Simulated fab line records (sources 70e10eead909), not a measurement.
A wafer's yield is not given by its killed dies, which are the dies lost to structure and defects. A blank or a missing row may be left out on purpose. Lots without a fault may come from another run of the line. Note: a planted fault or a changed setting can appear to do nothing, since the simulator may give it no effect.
Matching of chambers ; flow nand-harc ; NHARC_P_GATE_ALD_36 on ald-sin-04: 4 sister chambers
The step deposits SiNx, target thk 20 nm, pulse time 60 s, ald cycles 223. 4 wafers are shown with their chamber, then 8 later ones without.

WAFERS WITH THEIR CHAMBER
wafer;chamber;heater-power-w (W)
L081.3;2;931
L087.3;1;849
L087.5;0;1027
L090.2;3;841

WAFERS WITHOUT THEIR CHAMBER
wafer;heater-power-w (W)
L090.4;1027
L090.5;882
L094.3;1021
L094.4;904
L094.5;915
L096.3;874
L096.1;825
L096.6;817

CHAMBER TAKEN BY EACH
wafer;from the rows above;in truth
L090.4;0;0
L090.5;can't be placed: 1 or 3 or 2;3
L094.3;0;0
L094.4;can't be placed: 2 or 1 or 3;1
L094.5;2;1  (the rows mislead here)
L096.3;can't be placed: 1 or 3 or 2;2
L096.1;can't be placed: 3 or 1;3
L096.6;can't be placed: 3 or 1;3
2 of 8 placed correctly. From these rows, 5 cannot be placed; in 5 the true chamber is one of the candidates. Wrongly placed: 1.
How it was worked out, from the rows above alone: a wafer's distance from a chamber is the root of the sum, over the readings, of the square of ((its reading less the chamber's mean) divided by the reading's scatter). If the next closest chamber is less than 2 further off than the closest, the wafer can't be placed; otherwise it belongs to the closest. A chamber's mean is the mean of its shown wafers. The scatter: with one shown wafer a chamber, the root of the mean of the squares of how far each hidden wafer lies from its nearest shown one.
